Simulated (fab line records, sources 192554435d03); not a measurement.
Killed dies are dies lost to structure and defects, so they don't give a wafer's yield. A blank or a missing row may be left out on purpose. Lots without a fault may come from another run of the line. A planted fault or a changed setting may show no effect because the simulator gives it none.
Chamber matching | flow n5_finfet | N5_ILD0_ALD_15 on ald_sin-02: 4 sister chambers
The step deposits SiNx, target thk 24 nm, pulse time 1 s, ald cycles 480. 4 wafers are shown with their chamber, then 10 later ones without.

WAFERS WITH THEIR CHAMBER
wafer  | chamber | heater_power_w (W)
L086.3 | 1       | 892
L086.4 | 2       | 772
L087.2 | 0       | 842
L087.3 | 3       | 920

WAFERS WITHOUT THEIR CHAMBER
wafer  | heater_power_w (W)
L087.4 | 882
L094.2 | 906
L094.3 | 788
L094.4 | 846
L095.3 | 794
L095.4 | 915
L095.5 | 931
L096.2 | 858
L096.3 | 885
L096.5 | 924

WHICH CHAMBER EACH WENT THROUGH
wafer  | from the rows above     | in truth
L087.4 | 1                       | 1
L094.2 | can't be placed: 1 or 3 | 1
L094.3 | 2                       | 2
L094.4 | 0                       | 0
L095.3 | 2                       | 2
L095.4 | can't be placed: 3 or 1 | 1
L095.5 | 3                       | 3
L096.2 | can't be placed: 0 or 1 | 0
L096.3 | 1                       | 1
L096.5 | 3                       | 3
Placed correctly: 7 of 10. Can't be placed from these rows: 3 (the true chamber is among the candidates in 3). Placed wrongly: 0.
How it was worked out, from the rows above alone: a wafer's distance from a chamber is the root of the sum, over the readings, of the square of ((its reading less the chamber's mean) divided by the reading's scatter). The wafer belongs to the nearest chamber; if the next one is less than 2 further off, it can't be placed. A chamber's mean is the mean of its shown wafers. The scatter: with one shown wafer a chamber, the root of the mean of the squares of how far each hidden wafer lies from its nearest shown one.
